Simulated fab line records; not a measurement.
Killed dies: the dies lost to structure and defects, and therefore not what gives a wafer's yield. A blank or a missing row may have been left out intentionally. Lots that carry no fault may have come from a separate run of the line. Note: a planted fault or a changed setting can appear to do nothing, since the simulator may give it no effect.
fab line records -- flow n5_finfet
record: lots: 4, wafers: 12, last_day: 17
route steps=1938 shown FIN_CUT@166 STI_FIN_REVEAL@183 BEOL_M4@1111 PASSIVATION@1936
lots untouched by any fault: they come from a run of this same line in which no faults occurred
start_h: the number of hours between the record's first day and the start of the first shown wafer of the lot -- wait_h: hours elapsed since this lot's preceding step -- " as in the row above -- L1.1+2: several wafers, shown together as one row -- - no value, or no start was given -- * or withheld: withheld -- < > ~ a bound
route shown NAME@n: a module of which the file shows steps, and the number in the route of the first -- usual: average and standard deviation across the fault-free wafers -- same: alike in all rows -- chamber/n: place in a boat -- sites: readings site by site -- _std_site: the standard deviation of these -- _edge_site: outer sites' mean less inner sites' -- radius_mm: how far each site lies from the wafer's centre -- mask NAME#n: copy n -- behind: the tool/chamber that last shaped the wafer -- hold: reason for holding the lot/hours on hold/outcome of the hold -- device: which transistor (n, p or np) failed to switch -- end of line: tests of these same wafers at the route's end -- a step given without rows: its recipe and nothing more -- killed: at the first sort, the dies lost to defects and structure; wafer yield is something else -- map: a wafer's dies, marking killed ones x, the rest . and places with no die _
set.NAME: the setting the step ran with; set.NAME@STEP: the setting that earlier step ran with -- model.NAME: the simulator's own value behind a step, which no gauge read
lots at selected steps of the route; one table per step, one row per wafer
services: a tool's chamber out of use, with start hour (start_h, from the record's first day; less than 0 if before it), hours out, and reason
== steps ==
step: N5_FIN_CUT_DESCUM_13
recipe: chemistry: O2, time_s: 7, source_power_w: 50, bias_power_w: 20, pressure_mtorr: 20, rf_frequency_hz: 2.712e+07, temp_c: 40, resist: CAR-EUV, o2_flow_sccm: 225
step: N5_FIN_CUT_ETCH_30
recipe: chemistry: N2/H2, target: underlayer, target_depth_a: 130, mask_material: CAR-EUV, time_s: 10.4, ion_energy_ev: 200, pressure_mtorr: 30, source_w: 840, bias_w: 150, n2_flow_sccm: 200, h2_flow_sccm: 200, ends: cleared
step: N5_FIN_CUT_ETCH_20
recipe: chemistry: CF4, target: SiARC, target_depth_a: 260, mask_material: CAR-EUV, time_s: 43.3, ion_energy_ev: 80, pressure_mtorr: 40, source_w: 545, bias_w: 36, Ar_flow_sccm: 100, cf4_flow_sccm: 100, ends: cleared
step: N5_FIN_CUT_ETCH_21
recipe: chemistry: N2/H2, target: SOC, target_depth_a: 2190, overetch_a: 438, mask_material: SiARC, temp_c: 40, ion_energy_ev: 100, bias_w: 61, time_s: 523.5, pressure_mtorr: 30, source_w: 850, n2_flow_sccm: 200, h2_flow_sccm: 200
step: N5_FIN_CUT_STRIP_23
recipe: chemistry: N2/H2, temp_c: 40, n2_flow_sccm: 200, h2_flow_sccm: 200, rf_frequency_hz: 6e+07
step: N5_FIN_CUT_STRIP_31
recipe: chemistry: N2/H2, temp_c: 40, n2_flow_sccm: 200, h2_flow_sccm: 200, rf_frequency_hz: 6e+07
step: N5_FIN_CUT_STRIP_24
recipe: chemistry: CF4, resist: SiARC, power_w: 300, bias_power_w: 75, pressure_mtorr: 50, cf4_flow_sccm: 150, rf_frequency_hz: 6e+07
step: N5_FIN_CUT_CUT_ETCH_26
recipe: chemistry: CH3F/O2, target: SiNx, target_depth_a: 390, mask_material: SOC, time_s: 55.7, pressure_mtorr: 30, source_w: 395, bias_w: 73, Ar_flow_sccm: 150, CH3F_flow_sccm: 30, O2_flow_sccm: 20, ion_energy_ev: 120
step: N5_FIN_CUT_CUT_ETCH_27
recipe: chemistry: CHF3/O2, target: SiO2, target_depth_a: 40, mask_material: SOC, overetch_a: 20, time_s: 4.9, pressure_mtorr: 30, source_w: 650, bias_w: 170, Ar_flow_sccm: 200, CHF3_flow_sccm: 50, O2_flow_sccm: 5, ion_energy_ev: 200
step: N5_FIN_CUT_PRECLEAN_35
recipe: time_s: 13.3, temp_c: 45, pressure_torr: 125, p_hf_torr: 3, p_coreactant_torr: 25, chemistry: vHF
step: N5_FIN_CUT_CUT_ETCH_15
recipe: chemistry: HBr/Cl2/O2, target: Si, target_depth_a: 1000, bt_time_s: 10, mask_material: SOC, time_s: 42.4, ion_energy_ev: *, bias_w: *, pressure_mtorr: 10, icp_w: 800, HBr_flow_sccm: 150, Cl2_flow_sccm: 80, O2_flow_sccm: 12
step: N5_FIN_CUT_CUT_ETCH_28
recipe: chemistry: HBr/Cl2/O2, target: Si, target_depth_a: 60, mask_material: SOC, time_s: 2.4, ion_energy_ev: *, bias_w: *, pressure_mtorr: 10, icp_w: 800, HBr_flow_sccm: 150, Cl2_flow_sccm: 80, O2_flow_sccm: 12
usual: chamber_pressure_mTorr: 10.000/0.0089, drypump_motor_current_A: 6.1/0.39, oes_product_au: 1.000/0.021, throttle_valve_pct: 37.0/0.33
lot.wafer,tool,chamber,start_h,wait_h,chamber_pressure_mTorr,drypump_motor_current_A,oes_product_au,rf_hours_counter_h,throttle_valve_pct
L436.1,rie_si-04,3,27.29,0.0,9.993,5.9,1.012,52,37.1
L436.4,rie_si-04,2,27.29,0.0,10.002,6.7,0.972,7,37.1
L436.6,rie_si-04,1,27.29,0.0,10.004,5.7,1.025,-,37.0
L454.3,rie_si-04,2,135.51,0.0,9.996,6.8,0.973,9,37.1
L454.4,rie_si-04,3,135.51,0.0,10.008,5.9,1.013,54,37.1
L454.6,rie_si-04,0,135.51,0.0,9.995,6.3,0.993,-,37.5
L457.2,rie_si-04,3,153.89,0.0,9.991,5.9,1.018,55,37.1
L457.3,rie_si-04,2,153.89,0.0,10.014,6.8,0.974,9,37.1
L457.6,rie_si-04,2,153.89,0.0,9.994,6.8,0.977,-,37.1
L459.2,rie_si-06,0,165.28,0.0,10.010,6.3,0.979,3,36.7
L459.4,rie_si-06,2,165.28,0.0,9.997,5.8,1.012,4,37.5
L459.6,rie_si-06,1,165.28,0.0,10.005,5.5,1.027,-,36.8
step: N5_FIN_CUT_STRIP_22
recipe: chemistry: N2/H2, power_w: 500, temp_c: 40, pressure_mtorr: 50, rf_frequency_hz: 6e+07, overash_fraction: 0.3, bias_power_w: 8, h2_frac: 0.5, n2_flow_sccm: 300, h2_flow_sccm: 300
step: N5_FIN_CUT_PRECLEAN_36
recipe: chemistry: O3/DIW, time_s: 60, temp_c: 22, o3_ppm: 10
step: N5_FIN_CUT_SRD_32
recipe: dry: ipa_marangoni, time_s: 30, temp_c: 23, rinse_liquid: diw
step: N5_FIN_CUT_UV_OZONE_34
recipe: time_s: 120, pressure_torr: 760, temp_c: 25
step: N5_FIN_CUT_INSPECT_17
recipe: inspect_instrument: brightfield, mode: aei
usual: raw_defect_count: 226/57
lot.wafer,tool,chamber,start_h,wait_h,raw_defect_count
L436.1,defect_inspect-01,-,27.53,0.0,234
L436.4,defect_inspect-01,-,27.53,0.0,190
L436.6,defect_inspect-01,-,27.53,0.0,176
L454.3,defect_inspect-01,-,135.81,0.0,712
L454.4,defect_inspect-01,-,135.81,0.0,761
L454.6,defect_inspect-01,-,135.81,0.0,727
L457.2,defect_inspect-01,-,154.13,0.0,792
L457.3,defect_inspect-01,-,154.13,0.0,832
L457.6,defect_inspect-01,-,154.13,0.0,776
L459.2,defect_inspect-01,-,165.80,0.3,190
L459.4,defect_inspect-01,-,165.80,0.3,294
L459.6,defect_inspect-01,-,165.80,0.3,361
step: N5_STI_FIN_REVEAL_ALD_00
recipe: material: SiO2, target_thk_a: 10, temp_c: 300, ald_precursor_family: BDEAS, ald_co_reactant: O2-plasma, pulse_time_s: 1, pressure_torr: 2
step: N5_BEOL_M4_RC_MEAS_101
usual: DIBL_N: 36.3/1.7, DIBL_P: 36.5/1.8, IOFF_N: 0.16/0.033, IOFF_P: 0.21/0.037, ION_N: 675/11, ION_P: 462/7.9, SS_N: 71.6/0.64, SS_P: 73.3/0.68, VT_N: 249/3.3, VT_P: -250/3.3
lot.wafer,tool,chamber,start_h,wait_h,DIBL_N[mV/V],DIBL_P[mV/V],IOFF_N[nA/um],IOFF_P[nA/um],ION_N[uA/um],ION_P[uA/um],SS_N[mV/dec],SS_P[mV/dec],VT_N[mV],VT_P[mV]
L436.1,prober-01,0,159.31,0.0,35.6,37.3,0.15,0.20,666,452,71.2,73.1,252,-253
L436.4,prober-01,0,159.31,0.0,35.2,36.0,0.15,0.19,667,453,71.4,72.6,249,-252
L436.6,prober-01,0,159.31,0.0,36.0,37.2,0.15,0.20,661,453,72.1,73.0,253,-255
L454.3,prober-02,0,270.60,0.3,35.3,37.0,0.18,0.20,682,466,71.7,73.1,244,-251
L454.4,prober-02,0,270.60,0.3,37.3,39.7,0.21,0.24,679,456,71.7,73.4,247,-249
L454.6,prober-02,0,270.60,0.3,36.0,37.4,0.18,0.21,665,454,71.7,74.5,246,-249
L457.2,prober-02,0,291.79,0.2,37.9,38.5,0.21,0.22,690,462,72.2,73.7,245,-251
L457.3,prober-02,0,291.79,0.2,35.1,35.3,0.16,0.20,684,465,71.2,73.2,247,-254
L457.6,prober-02,0,291.79,0.2,39.6,40.9,0.26,0.30,693,471,72.1,75.5,242,-247
L459.2,prober-01,0,298.25,0.2,32.8,33.7,0.12,0.16,669,457,70.7,73.0,256,-253
L459.4,prober-01,0,298.25,0.2,34.1,35.2,0.14,0.18,660,457,71.2,72.9,252,-253
L459.6,prober-01,0,298.25,0.2,35.7,36.5,0.15,0.19,671,453,71.1,73.8,251,-254
step: N5_PASSIVATION_PROBE_49
usual: defect_limited_yield: 91.3/1.5, killed_at_M0_to_M3: 34/9.4, killed_at_M4_up: 13/5.3, killed_at_contacts: 13/5.7, killed_at_front_end: 40/10, killed_at_other: 3.7/2.8, killed_dies: 103/17, killed_open: 67/13, killed_short: 35/8.5, sort_bin_4_leakage: 0.00/0.016, sort_bin_5_function: 5.0/0.98, sort_bin_6_memory: 3.3/0.7, sort_n_pass: 1077/17, sort_yield_pct: 91.3/1.5
same: gross_dies: 1180, killed_at_back_side: 0, sort_bin_8_speed[%]: 0
lot.wafer,tool,chamber,start_h,wait_h,defect_limited_yield[%],killed_at_M0_to_M3,killed_at_M4_up,killed_at_contacts,killed_at_front_end,killed_at_other,killed_dies,killed_open,killed_short,sort_bin_4_leakage[%],sort_bin_5_function[%],sort_bin_6_memory[%],sort_n_pass,sort_yield_pct[%]
L454.3,prober-02,-,374.75,0.1,82.1,20,10,11,167,3,211,53,29,0,11.1,4.9,969,82.1
L454.4,prober-02,-,374.80,0.2,81.9,29,9,8,165,2,213,55,24,0,10.8,4.2,967,81.9
L454.6,prober-02,-,374.90,0.3,87.6,27,16,9,93,1,146,52,30,0,7.4,3.1,1034,87.6
L457.2,prober-01,-,397.56,0.1,81.4,39,6,17,156,2,220,58,36,0,11.9,4.7,960,81.4
L457.3,prober-01,-,397.61,0.1,81.4,29,10,9,168,4,220,69,30,0,12.9,3.8,960,81.4
L457.6,prober-01,-,397.76,0.3,81.5,38,11,10,158,1,218,57,35,0.08,12.5,3.9,961,81.4
L459.2,prober-01,-,402.88,0.1,90.3,39,19,13,43,0,114,74,38,0,5.4,4.0,1066,90.3
L459.4,prober-01,-,402.98,0.2,90.9,25,19,17,46,0,107,71,36,0,5.0,3.6,1073,90.9
L459.6,prober-01,-,403.08,0.3,91.8,23,14,13,47,0,97,68,29,0,4.7,3.3,1083,91.8
killed by level:class
L454.3 FIN_CUT:unspecified=128 MOL_CONTACT_COAG:geometric_particle:open=11 FIN_SAQP:geometric_particle:short=8 BEOL_M3:geometric_particle:open=6 STI_FIN_REVEAL:geometric_particle:open=5 GATE_CUT:geometric_particle:short=4 BEOL_M0_SAQP:geometric_particle:short=4 FIN_SAQP:geometric_particle:open=3
L454.4 FIN_CUT:unspecified=131 MOL_CONTACT_COAG:geometric_particle:open=7 BEOL_M0_SAQP:geometric_particle:open=7 FIN_SAQP:geometric_particle:short=5 FIN_SAQP:geometric_particle:open=4 STI_FIN_REVEAL:geometric_particle:open=4 DUMMY_GATE:geometric_particle:open=4 BEOL_M1:geometric_particle:open=4
L454.6 FIN_CUT:unspecified=64 MOL_CONTACT_COAG:geometric_particle:open=8 FIN_SAQP:geometric_particle:open=7 BEOL_M3:geometric_particle:open=6 GATE_CUT:geometric_particle:short=5 BEOL_M0_SAQP:geometric_particle:short=5 BEOL_M0_SAQP:geometric_particle:open=4 BEOL_M5:geometric_particle:open=4
L457.2 FIN_CUT:unspecified=126 BEOL_M0_SAQP:geometric_particle:open=12 MOL_CONTACT_COAG:geometric_particle:open=11 BEOL_M3:geometric_particle:open=9 STI_FIN_REVEAL:geometric_particle:open=8 BEOL_M0_SAQP:geometric_particle:short=8 FIN_SAQP:geometric_particle:short=6 MOL_CONTACT_COAG:geometric_particle:short=6
L457.3 FIN_CUT:unspecified=118 FIN_SAQP:geometric_particle:open=14 BEOL_M0_SAQP:geometric_particle:open=12 MOL_CONTACT_COAG:geometric_particle:open=9 FIN_SAQP:geometric_particle:short=8 STI_FIN_REVEAL:geometric_particle:open=8 BEOL_M0_SAQP:geometric_particle:short=6 ILD0:geometric_particle:short=5
L457.6 FIN_CUT:unspecified=126 FIN_SAQP:geometric_particle:short=12 FIN_SAQP:geometric_particle:open=9 BEOL_M2:geometric_particle:open=9 MOL_CONTACT_COAG:geometric_particle:open=8 BEOL_M3:geometric_particle:open=8 BEOL_M0_SAQP:geometric_particle:short=7 BEOL_M1:geometric_particle:open=6
L459.2 FIN_SAQP:geometric_particle:short=11 MOL_CONTACT_COAG:geometric_particle:open=11 BEOL_M2:geometric_particle:open=11 GATE_CUT:geometric_particle:short=9 GATE_CUT:geometric_particle:open=9 BEOL_M4:geometric_particle:open=9 BEOL_M0_SAQP:geometric_particle:open=8 BEOL_M1:geometric_particle:open=5
L459.4 MOL_CONTACT_COAG:geometric_particle:open=13 GATE_CUT:geometric_particle:short=10 BEOL_M4:geometric_particle:open=10 BEOL_M2:geometric_particle:open=8 DUMMY_GATE:geometric_particle:open=7 GATE_CUT:geometric_particle:open=7 STI_FIN_REVEAL:geometric_particle:open=5 MOL_CONTACT_COAG:geometric_particle:short=4
L459.6 MOL_CONTACT_COAG:geometric_particle:open=13 BEOL_M2:geometric_particle:open=10 GATE_CUT:geometric_particle:short=9 FIN_SAQP:geometric_particle:open=8 FIN_SAQP:geometric_particle:short=8 STI_FIN_REVEAL:geometric_particle:open=8 BEOL_M4:geometric_particle:open=7 BEOL_M3:geometric_particle:open=6
map L454.4 (x killed, . not)
_________________.....x......________________
______________..........x....x.._____________
___________........................__________
__________..x...................x..._________
________..x.........x...............x._______
_______...........x...............x....______
______..x............x.....x............_____
_____...........x........................____
____...................x.................x___
___.....x.......................x.x.......x__
___.xx.x.........x............x....x...x...__
__........................................x._
__.........................x................_
_.......x...x.....................x......x...
_............x......x..................x.....
_................x....x.........x............
_..................x....x......x........x....
_..............x..x........x....x.......xx...
_................x.xxxx....x.x..xx...........
_.....x....x..x..xxx.xxxxxx.x.....x..........
_...x...........xxxxxxxxxxx.x.....x..........
__..............xxxxxxxxxxx.xx..........x..._
__............xxxxxxxxxxxxxxx......x.....x.._
___...........xx.xxxxxxxxxxxx.x.......x....__
___.........x..xxxxxxxxxxxxx...........x...__
____.........x..xxxxxxxxxxx...x...........___
_____xx....x...xxxxxxxxxxxxxxx.......x...____
______..........x.xxxxxxxxx.x..........._____
_______........xxxx.xxxxxx.............______
________..............xxx............._______
__________...x......x.....x.xx...x.._________
___________x.......................__________
______________...........x......_____________
_________________....x.......________________
map L457.2 (x killed, . not)
_________________..........x.________________
______________.x..........x....._____________
___________..........x.............__________
__________........x..........x.....x_________
________........x.x.....x.........x..._______
_______....x....x...x.x..x..x.x.x......______
______.....................x....x....x.._____
_____.........x.......x......x....x......____
____.x.................x..................___
___.....x.....x..........x.................__
___.....................x.x.............x..__
__..........................x...........x..._
__...................................x......_
_..xx...x.x...............x..x.......x......x
_....xx.......x..x..x....x............x......
_............................................
_........x............x.....x...x............
_x.........x.....xxxx........x...x....x......
_..........x.....x..xxxxx.x..........x...x...
_.........x..x.....x.xxxx.....x..............
_...............xxxxxxxxxx.......x.....x.x...
__.x............xxxxxxxxxxxx..........x....._
__...........xxxxxxxxxxxxxxxx.x............._
___.............xxxxxxxxxxxxx.x............__
___........x..x.xxxxxxxxxxxxxxx............__
____..xx....x..xxxxxxxxxxxx.x...x.........___
_____.........x..xxxxxxxxxxxx............____
______..x........x.xxxxx...x...........x_____
_______........x.xxxxxx......xx........______
________........x....x..xx.x......x..._______
__________.......x....xx............_________
___________...x.........x..........__________
______________..........x.xx...._____________
_________________............________________
== services ==
tool,chamber,start_h,hours,kind
rie_si-06,2,43.79,8.1,repair
rie_si-06,-,81.40,2.8,pm
rie_si-04,1,164.23,2.8,repair
== key ==
first_sign: step: N5_FIN_CUT_INSPECT_17, reading: raw_defect_count, direction: up, sigmas: 9.6, usual: 226, struck: 767
effect: step: N5_PASSIVATION_PROBE_49, reading: killed_at_front_end, direction: up, sigmas: 11, usual: 40, struck: 151
more_kills_born_at: N5_FIN_CUT_CUT_ETCH_28@rie_si-04: 693
met_at N5_FIN_CUT_CUT_ETCH_28
struck_wafers L454.3,L454.4,L454.6,L457.2,L457.3,L457.6
onset_between 27.29 135.51
fault: kind: chamber_particle_source, tool: rie_si-04, chamber: -, onset_h: 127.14, steps: N5_FIN_CUT_CUT_ETCH_28, rate_per_visit_cm2: 0.82358, end_h: 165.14
